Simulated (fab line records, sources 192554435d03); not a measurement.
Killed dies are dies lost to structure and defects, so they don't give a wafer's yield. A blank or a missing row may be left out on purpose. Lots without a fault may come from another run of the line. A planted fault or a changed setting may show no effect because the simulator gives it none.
Split-lot experiment | flow n5_finfet | 7 lots, 21 wafers read, on a route of 1938 steps

THE SPLIT
At N5_MOL_CONTACT_COAG_ETCH_124 (etches SiNx in CH3F/O2, stops on SiOC, target depth 6.5 nm), the setting source_w was moved away from the recipe's 395 W on 7 of the 21 wafers read, by -16.2% to +11.8%. The other wafers ran this setting at the recipe's value.

The reading is taken at the split's own step.

THE READING
rf_vpp_V, in V, at N5_MOL_CONTACT_COAG_ETCH_124 (etches SiNx in CH3F/O2, stops on SiOC, target depth 6.5 nm). Fault-free wafers of this fab line usually give 297 V, standard deviation 3.5 V.

wafer  | tool, chamber at the split | source_w as run, W | against the recipe | rf_vpp_V, V | against lot-mates on the recipe
L074.2 | rie_diel-01, 2             | 395                | recipe             | 301         | -
L074.4 | rie_diel-01, 3             | 395                | recipe             | 304         | -
L074.5 | rie_diel-01, 1             | 395                | recipe             | 294         | -
L076.1 | rie_diel-02, 0             | 331.1              | -16.2%             | 326         | +29
L076.2 | rie_diel-02, 1             | 331.1              | -16.2%             | 329         | +32
L076.6 | rie_diel-02, 2             | 395                | recipe             | 297         | -
L077.2 | rie_diel-01, 3             | 395                | recipe             | 303         | -
L077.4 | rie_diel-01, 2             | 343.5              | -13.0%             | 319         | +16
L077.6 | rie_diel-01, 3             | 343.5              | -13.0%             | 325         | +22
L082.2 | rie_diel-02, 1             | 395                | recipe             | 302         | -
L082.3 | rie_diel-02, 2             | 441.5              | +11.8%             | 281         | -21
L082.4 | rie_diel-02, 3             | 441.5              | +11.8%             | 282         | -20
L083.1 | rie_diel-01, 0             | 395                | recipe             | 297         | -
L083.3 | rie_diel-01, 3             | 395                | recipe             | 303         | -
L083.4 | rie_diel-01, 3             | 395                | recipe             | 304         | -
L090.1 | rie_diel-03, 1             | 430.8              | +9.1%              | 284         | -11
L090.2 | rie_diel-03, 0             | 395                | recipe             | 295         | -
L090.6 | rie_diel-03, 1             | 395                | recipe             | 295         | -
L095.1 | rie_diel-03, 0             | 395                | recipe             | 295         | -
L095.4 | rie_diel-03, 2             | 395                | recipe             | 294         | -
L095.6 | rie_diel-03, 1             | 395                | recipe             | 296         | -

THE FIT
A straight line over all 21 wafers: rf_vpp_V changes by -1.69 V for each +1% of source_w; r = -0.97; the points scatter about the line by 3.6 V.
The same after taking each lot's own level away (the mean of its wafers on the recipe; 21 wafers): -1.69 V for each +1%; r = -0.98; scatter 2.9 V.
On that fit, the largest move of source_w shifts the reading by 27 V.
The lots' own levels span 295.0 to 303.0 V, that is 2.3 times the standard deviation above.
So the lot-to-lot level changes the slope little: the two slopes agree.
Check: with one of the wafers moved furthest among these (-16.2%) left out of the fit, the line predicts +26.9 V for it against its lot-mates. It came out at +29 V against them.
Tool readings at the split's step, against how far the setting was moved: rf_vpp_V r = -0.97.

OTHER SPLITS ON THESE WAFERS
These wafers also went through other splits before the reading. Each is held against what the fit with the lots' levels taken away leaves over:
other split on the same wafers      | wafers away from the commonest value | r with rf_vpp_V (lot level and that fit taken away)
N5_MOL_CONTACT_COAG_PECVD_31 temp_c | 5                                    | +0.06

THE FILE'S OWN FIT
rf_vpp_V changes by -1.65 V for each +1% of source_w, r = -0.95.
